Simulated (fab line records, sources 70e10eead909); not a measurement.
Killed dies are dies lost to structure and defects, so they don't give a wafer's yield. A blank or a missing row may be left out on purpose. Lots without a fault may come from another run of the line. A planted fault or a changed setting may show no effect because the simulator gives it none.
A struck lot beside a sound one | flow nand_harc | 43 steps out of a route of 1302
Sound: wafers L986.3, L986.4, L986.6. Struck: wafers L992.1, L992.3, L992.5. The cause comes at the end.
At each step with rows: each side's tool, then ch and its chambers, then its first start. Under that, the readings that differ: sound wafers | struck wafers | difference of the means | sigmas: that difference in standard deviations of wafers without a fault.
alike: readings whose means differ by less than 2 such deviations, and words and numbers that are the same on both sides. not compared: withheld readings, readings that some wafer has no value for, bounds like >300 that may hide the same value, and numbers for which the record gives no deviation and whose values overlap.
The two part at a step that has a row with sigmas, a row that says differs or no value, or rows on one side only. Numbers that don't overlap but have no deviation are shown without sigmas and don't part them. A reading that every wafer of one side lacks parts them only if that side has two wafers or more.

first, 1 step without rows for these wafers: NHARC_P_STI_ANNEAL_34 (time 1800 s).
NHARC_P_STI_CMP_21: polishes, t overpolish 20 s, target thk 380.67 nm.
  sound on cmp-04 ch 1,2,3, day 3 15:44; struck on cmp-04 ch 2,3, day 6 08:07
  alike: motor_current_A, overpolish_run_s
then, 7 steps without rows for these wafers: NHARC_P_STI_SRD_35; NHARC_P_STI_ETCH_36 (etches SiO2 in dHF, target depth 38.8 nm); NHARC_P_STI_STRIP_24 (strips Si3N4 in H3PO4); NHARC_P_STI_ETCH_37 (etches SiO2 in dHF, target depth 11 nm); NHARC_P_STI_PRECLEAN_38 (cleans in SC1); NHARC_P_STI_SRD_39; NHARC_P_STI_OXIDE_40 (material SiO2, target thk 10 nm, ox time 1362 s).
NHARC_P_STI_INSPECT_25:
  sound on defect_inspect-01, day 3 23:26; struck on defect_inspect-01, day 6 19:03
  alike: raw_defect_count
then, 1 step without rows for these wafers: NHARC_P_GATE_ETCH_69 (etches SiO2 in dHF, target depth 14 nm).
NHARC_P_GATE_PRECLEAN_70: cleans in SC1.
  sound on wet_bench-09 ch 2,3,5, day 3 23:35; struck on wet_bench-07 ch 1,2,3, day 6 19:12
then, 10 steps without rows for these wafers: NHARC_P_GATE_SRD_01; NHARC_P_GATE_OXIDE_02 (material SiO2, target thk 37.5 nm, ox time 365 s); NHARC_P_GATE_DEHYDRATE_03 (time 120 s); NHARC_P_GATE_HMDS_04 (time 30 s); NHARC_P_GATE_COAT_05; NHARC_P_GATE_SOFTBAKE_06 (time 95 s); NHARC_P_GATE_EBR_07; NHARC_P_GATE_EXPOSE_08 (exposes mask P HV); NHARC_P_GATE_PEB_09 (peb time 85 s); NHARC_P_GATE_DEVELOP_10 (time 70 s).
NHARC_P_GATE_CD_MEAS_11: target cd 1640 nm.
  sound on cd_sem-01 ch 0, day 4 08:40; struck on cd_sem-01 ch 0, day 7 03:44
  alike: cd_nm
then, 1 step without rows for these wafers: NHARC_P_GATE_HARDBAKE_12 (time 80 s).
NHARC_P_GATE_DESCUM_13: chemistry O2, time 3 s.
  sound on rie_diel-13 ch 0,2,3, day 4 08:50; struck on rie_diel-03 ch 0,2,3, day 7 03:55
  alike: drypump_motor_current_A, mfc_ar_sccm, oes_product_au, rf_vpp_V, showerhead_plenum_p_Torr, throttle_valve_pct
  not compared: rf_hours_counter_h
then, 6 steps without rows for these wafers: NHARC_P_GATE_ETCH_14 (etches SiO2 in dHF, target depth 48.8 nm); NHARC_P_GATE_STRIP_15 (strips in SPM, time 780 s); NHARC_P_GATE_PRECLEAN_71 (cleans in SC1); NHARC_P_GATE_SRD_72; NHARC_P_GATE_OXIDE_16 (material SiO2, target thk 3 nm, ox time 392 s); NHARC_P_GATE_CVD_17 (deposits poly-Si, target thk 150 nm, time 900 s).
NHARC_P_GATE_HM_DEP_102: deposits aC, target thk 120 nm.
  sound on acl_dep-03 ch 0, day 4 22:29; struck on acl_dep-02 ch 0, day 7 19:52
  alike: throttle_valve_pct
NHARC_P_GATE_DEP_103: deposits SiON, target thk 30 nm.
  sound on pecvd-02 ch 0,1,2, day 4 22:59; struck on pecvd-02 ch 0,1,2, day 7 20:34
  alike: heater_power_w
then, 8 steps without rows for these wafers: NHARC_P_GATE_DEHYDRATE_18 (time 120 s); NHARC_P_GATE_HMDS_19 (time 30 s); NHARC_P_GATE_COAT_20 (resist thk 90 nm); NHARC_P_GATE_SOFTBAKE_21 (time 55 s); NHARC_P_GATE_EBR_22; NHARC_P_GATE_EXPOSE_23 (exposes mask P GATE, target cd 120 nm); NHARC_P_GATE_PEB_24 (peb time 65 s); NHARC_P_GATE_DEVELOP_25 (develop time 35 s).
-- the record jumps here: 20 days lie between the struck wafers' starts before and after (it left off in module P_GATE and takes up again in module END, whose first step shown is number 1301 of the route) --
NHARC_END_WLT_00:
  sound on prober-01, day 25 01:40; struck on prober-02, day 27 13:47
  reading                           | sound             | struck            | difference | sigmas
  VT_DECK1_BOTTOM                   | 0.877 0.876 0.863 | 0.901 0.908 0.906 | +0.033     | +4
  VT_DECK1_BOTTOM_INNER             | 0.869 0.869 0.872 | 0.903 0.915 0.897 | +0.035     | +5
  VT_DECK1_MEDIAN_NEAR_BOTTOM       | 0.871 0.868 0.861 | 0.906 0.919 0.903 | +0.043     | +5
  VT_DECK1_MEDIAN_NEAR_BOTTOM_INNER | 0.881 0.872 0.865 | 0.894 0.919 0.911 | +0.035     | +5
  VT_DECK1_MIDDLE                   | 0.886 0.883 0.892 | 0.917 0.919 0.908 | +0.028     | +4
  VT_DECK1_MIDDLE_INNER             | 0.880 0.881 0.879 | 0.913 0.917 0.925 | +0.038     | +6
  VT_DECK1_TOP                      | 0.891 0.898 0.889 | 0.933 0.926 0.930 | +0.037     | +5
  VT_DECK1_TOP_INNER                | 0.890 0.896 0.892 | 0.927 0.921 0.927 | +0.032     | +4
  VT_DECK2_BOTTOM                   | 0.864 0.872 0.870 | 0.894 0.893 0.898 | +0.026     | +4
  VT_DECK2_BOTTOM_INNER             | 0.876 0.869 0.873 | 0.897 0.894 0.894 | +0.022     | +3
  VT_DECK2_MEDIAN_NEAR_BOTTOM       | 0.873 0.864 0.873 | 0.900 0.894 0.897 | +0.027     | +4
  VT_DECK2_MEDIAN_NEAR_BOTTOM_INNER | 0.877 0.872 0.871 | 0.899 0.890 0.905 | +0.025     | +3
  VT_DECK2_MIDDLE                   | 0.886 0.886 0.882 | 0.903 0.904 0.908 | +0.020     | +3
  VT_DECK2_MIDDLE_INNER             | 0.889 0.884 0.880 | 0.907 0.907 0.902 | +0.021     | +3
  VT_DECK2_TOP                      | 0.894 0.896 0.887 | 0.923 0.921 0.918 | +0.028     | +4
  VT_DECK2_TOP_INNER                | 0.888 0.890 0.889 | 0.917 0.919 0.917 | +0.029     | +4
NHARC_END_SORT_01:
  the record has rows for the struck wafers here (prober-02 ch 0, day 27 16:47) and none for the sound ones

WHERE THEY PART
First at NHARC_END_WLT_00; last, within this record, at NHARC_END_SORT_01.

WHY: what the simulator had put in
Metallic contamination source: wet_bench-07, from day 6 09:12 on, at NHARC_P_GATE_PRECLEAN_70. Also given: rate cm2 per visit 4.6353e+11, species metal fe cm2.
